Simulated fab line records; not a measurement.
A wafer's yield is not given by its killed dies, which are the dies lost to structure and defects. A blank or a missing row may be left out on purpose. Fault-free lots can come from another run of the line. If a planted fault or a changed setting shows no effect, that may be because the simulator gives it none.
Which of the tools did it? | flow nandHarc | 12 lots with 36 wafers sampled at 6 steps, on a route of 1159 steps

== WHAT THE GAUGES READ, wafer by wafer ==
NHARC_P_GATE_INSPECT_68. Usual: 227 for rawDefectCount, sd 90.
lot  | measured     | on               | rawDefectCount | flag
L769 | day 5 18:11  | defectInspect-01 | 217 216 313    | 
L768 | day 5 19:43  | defectInspect-02 | 187 219 319    | 
L770 | day 6 00:31  | defectInspect-01 | 335 159 212    | 
L772 | day 6 07:52  | defectInspect-02 | 108 164 179    | 
L771 | day 6 08:42  | defectInspect-02 | 175 169 254    | 
L775 | day 7 15:38  | defectInspect-02 | 146 119 210    | 
L776 | day 7 16:52  | defectInspect-02 | 193 122 101    | 
L779 | day 8 15:32  | defectInspect-01 | 214 215 411    | 
L787 | day 10 07:01 | defectInspect-02 | 271 289 159    | 
L788 | day 10 14:10 | defectInspect-02 | 180 353 331    | 
L790 | day 11 05:38 | defectInspect-02 | 377 165 332    | 
L791 | day 11 05:55 | defectInspect-02 | 256 400 537    | 

NHARC_P_CONTACT_CD_MEAS_12 targets a cd of 90 nm. Usual: 90.3 nm for cdNm, sd 0.72.
lot  | measured     | on       | cdNm (nm)      | flag
L769 | day 5 19:52  | cdSem-02 | 91.4 90.9 90.2 | 
L768 | day 5 21:21  | cdSem-02 | 92.3 91.7 91.3 | 
L770 | day 6 02:01  | cdSem-02 | 90.9 89.9 90.3 | 
L772 | day 6 09:30  | cdSem-01 | 89.7 90.0 90.4 | 
L771 | day 6 10:11  | cdSem-03 | 89.5 89.7 89.9 | 
L775 | day 7 17:15  | cdSem-03 | 90.2 90.5 90.3 | 
L776 | day 7 18:29  | cdSem-03 | 89.6 88.9 90.2 | 
L779 | day 8 17:10  | cdSem-02 | 95.7 96.6 96.8 | OFF
L787 | day 10 08:49 | cdSem-02 | 90.4 89.6 90.1 | 
L788 | day 10 15:40 | cdSem-03 | 89.1 89.7 89.4 | 
L790 | day 11 07:21 | cdSem-01 | 90.2 90.1 91.0 | 
L791 | day 11 07:32 | cdSem-01 | 89.6 90.6 89.1 | 

NHARC_P_CONTACT_OVL_MEAS_13. Usual: overlayXNm -0.6 nm, standard deviation 0.7; overlayYNm 0.0 nm, standard deviation 0.95.
lot  | measured     | on         | overlayXNm (nm) | overlayYNm (nm) | flag
L769 | day 5 19:58  | overlay-02 | -0.7 -0.4 0.2   | -0.4 -0.4 -0.6  | 
L768 | day 5 21:26  | overlay-02 | -0.9 -0.7 -0.3  | 0.2 0.6 0.1     | 
L770 | day 6 02:05  | overlay-01 | -0.2 -0.7 -0.4  | 0.1 -0.6 -0.1   | 
L772 | day 6 09:36  | overlay-02 | -1.4 -1.0 -0.9  | -1.0 -1.0 -0.5  | 
L771 | day 6 10:16  | overlay-02 | -1.6 -1.4 -1.3  | 1.1 1.2 0.8     | 
L775 | day 7 17:20  | overlay-02 | 0.5 0.1 0.2     | -0.4 -0.2 -0.5  | 
L776 | day 7 18:34  | overlay-01 | -1.2 -1.3 -1.5  | -0.3 -0.3 -0.3  | 
L779 | day 8 17:15  | overlay-01 | -0.4 -0.3 -0.5  | -0.2 -0.1 -0.6  | 
L787 | day 10 08:53 | overlay-02 | 0.7 0.7 0.4     | -2.5 -2.6 -2.2  | 
L788 | day 10 15:45 | overlay-01 | -1.1 -1.2 -1.5  | 0.2 0.4 0.6     | 
L790 | day 11 07:26 | overlay-01 | -0.3 0.0 0.1    | -0.6 0.1 -0.4   | 
L791 | day 11 07:37 | overlay-02 | -0.5 -0.3 -0.2  | 2.2 1.7 1.8     | 

NHARC_P_CONTACT_CD_MEAS_19. Usual: 90.5 nm for cdNm, sd 1.8.
lot  | measured     | on       | cdNm (nm)      | flag
L769 | day 5 20:56  | cdSem-01 | 94.2 90.5 89.0 | 
L768 | day 5 22:29  | cdSem-01 | 92.3 89.4 92.9 | 
L770 | day 6 03:04  | cdSem-01 | 91.6 86.8 89.8 | 
L772 | day 6 10:35  | cdSem-02 | 90.7 90.2 88.8 | 
L771 | day 6 11:16  | cdSem-03 | 87.1 89.2 90.1 | 
L775 | day 7 18:30  | cdSem-01 | 90.0 92.9 87.6 | 
L776 | day 7 19:37  | cdSem-01 | 89.4 89.6 91.3 | 
L779 | day 8 18:13  | cdSem-02 | 98.0 92.8 99.7 | OFF
L787 | day 10 10:05 | cdSem-03 | 90.9 91.3 89.3 | 
L788 | day 10 16:50 | cdSem-01 | 91.5 90.9 88.8 | 
L790 | day 11 08:34 | cdSem-01 | 88.1 88.9 91.4 | 
L791 | day 11 08:59 | cdSem-02 | 89.9 88.1 88.4 | 

== WHICH TOOL RAN EACH LOT (tool, then ch and the chambers of the sampled wafers, then the start) ==
lot  | NHARC_P_GATE_STRIP_95               | NHARC_P_CONTACT_EXPOSE_09
L769 | plasmaAsher-02 ch 0,1, day 5 15:53  | arfiScanner-03 ch 0, day 5 19:43
L768 | plasmaAsher-02 ch 0,1, day 5 17:34  | arfiScanner-03 ch 0, day 5 21:13
L770 | plasmaAsher-01 ch 0,1, day 5 22:43  | arfiScanner-03 ch 0, day 6 01:52
L772 | plasmaAsher-02 ch 0,1, day 6 05:57  | arfiScanner-01 ch 0, day 6 09:22
L771 | plasmaAsher-01 ch 0,1, day 6 06:49  | arfiScanner-01 ch 0, day 6 10:02
L775 | plasmaAsher-02 ch 0,1, day 7 13:44  | arfiScanner-02 ch 0, day 7 17:07
L776 | plasmaAsher-01 ch 0,1, day 7 15:01  | arfiScanner-02 ch 0, day 7 18:21
L779 | plasmaAsher-02 ch 0,1, day 8 13:42  | arfiScanner-03 ch 0, day 8 17:01
L787 | plasmaAsher-01 ch 0, day 10 05:02   | arfiScanner-03 ch 0, day 10 08:40
L788 | plasmaAsher-02 ch 0,1, day 10 12:14 | arfiScanner-01 ch 0, day 10 15:31
L790 | plasmaAsher-02 ch 0, day 11 03:41   | arfiScanner-02 ch 0, day 11 07:13
L791 | plasmaAsher-01 ch 0,1, day 11 04:06 | arfiScanner-01 ch 0, day 11 07:23
- NHARC_P_GATE_STRIP_95: strips in O2.
- NHARC_P_CONTACT_EXPOSE_09: exposes mask P CA, target cd 90 nm.

== WHAT THE TOOLS THEMSELVES READ (means of the sampled wafers that have a number; where no wafer has one, the mark that the record gives instead) ==
NHARC_P_GATE_STRIP_95. Usual: drypumpMotorCurrentA 5.4 A, standard deviation 0.4; heaterPowerW 375 W, standard deviation 30.
lot  | tool           | drypumpMotorCurrentA (A) | heaterPowerW (W) | flag
L769 | plasmaAsher-02 | 5.8                      | 389              | 
L768 | plasmaAsher-02 | 5.8                      | 399              | 
L770 | plasmaAsher-01 | 5.2                      | 351              | 
L772 | plasmaAsher-02 | 5.8                      | 392              | 
L771 | plasmaAsher-01 | 5.2                      | 368              | 
L775 | plasmaAsher-02 | 5.8                      | 394              | 
L776 | plasmaAsher-01 | 5.2                      | 366              | 
L779 | plasmaAsher-02 | 5.8                      | 393              | 
L787 | plasmaAsher-01 | 5.3                      | 379              | 
L788 | plasmaAsher-02 | 5.5                      | 393              | 
L790 | plasmaAsher-02 | 6.1                      | 364              | 
L791 | plasmaAsher-01 | 5.2                      | 364              | 

NHARC_P_CONTACT_EXPOSE_09. Usual: 81.19 for exposureDoseMJCm2, sd 0.083.
lot  | tool           | exposureDoseMJCm2 | flag
L769 | arfiScanner-03 | 81.12             | 
L768 | arfiScanner-03 | 81.29             | 
L770 | arfiScanner-03 | 81.13             | 
L772 | arfiScanner-01 | 81.25             | 
L771 | arfiScanner-01 | 81.28             | 
L775 | arfiScanner-02 | 81.22             | 
L776 | arfiScanner-02 | 81.22             | 
L779 | arfiScanner-03 | 81.30             | 
L787 | arfiScanner-03 | 81.13             | 
L788 | arfiScanner-01 | 81.15             | 
L790 | arfiScanner-02 | 81.23             | 
L791 | arfiScanner-01 | 81.15             | 

== THE ANSWER, worked out from the rows above alone ==
Rule: lot off if the mean of its wafers having a number is beyond 3 standard deviations from the usual mean. Also off: a lot with no number at a reading for which 4 or more lots have one. The other lots that the step has rows for count as sound. Order of review: gauges by route order, followed by the tools' own readings, for which a lot's mean as printed above is used. At the first step where some lot is off, the reading lying furthest off is the one used; lots without a number count as furthest.
Off, at NHARC_P_CONTACT_CD_MEAS_12 on cdNm: L779.
A tool fits if, at a process step before that reading, it ran every lot that is off, and no sound lot after the first of them. Those tools and the gauges at NHARC_P_CONTACT_CD_MEAS_12 are tried in the same way. Not one of the candidates tried fits.

== WHAT WAS PUT IN BY THE SIMULATOR ==
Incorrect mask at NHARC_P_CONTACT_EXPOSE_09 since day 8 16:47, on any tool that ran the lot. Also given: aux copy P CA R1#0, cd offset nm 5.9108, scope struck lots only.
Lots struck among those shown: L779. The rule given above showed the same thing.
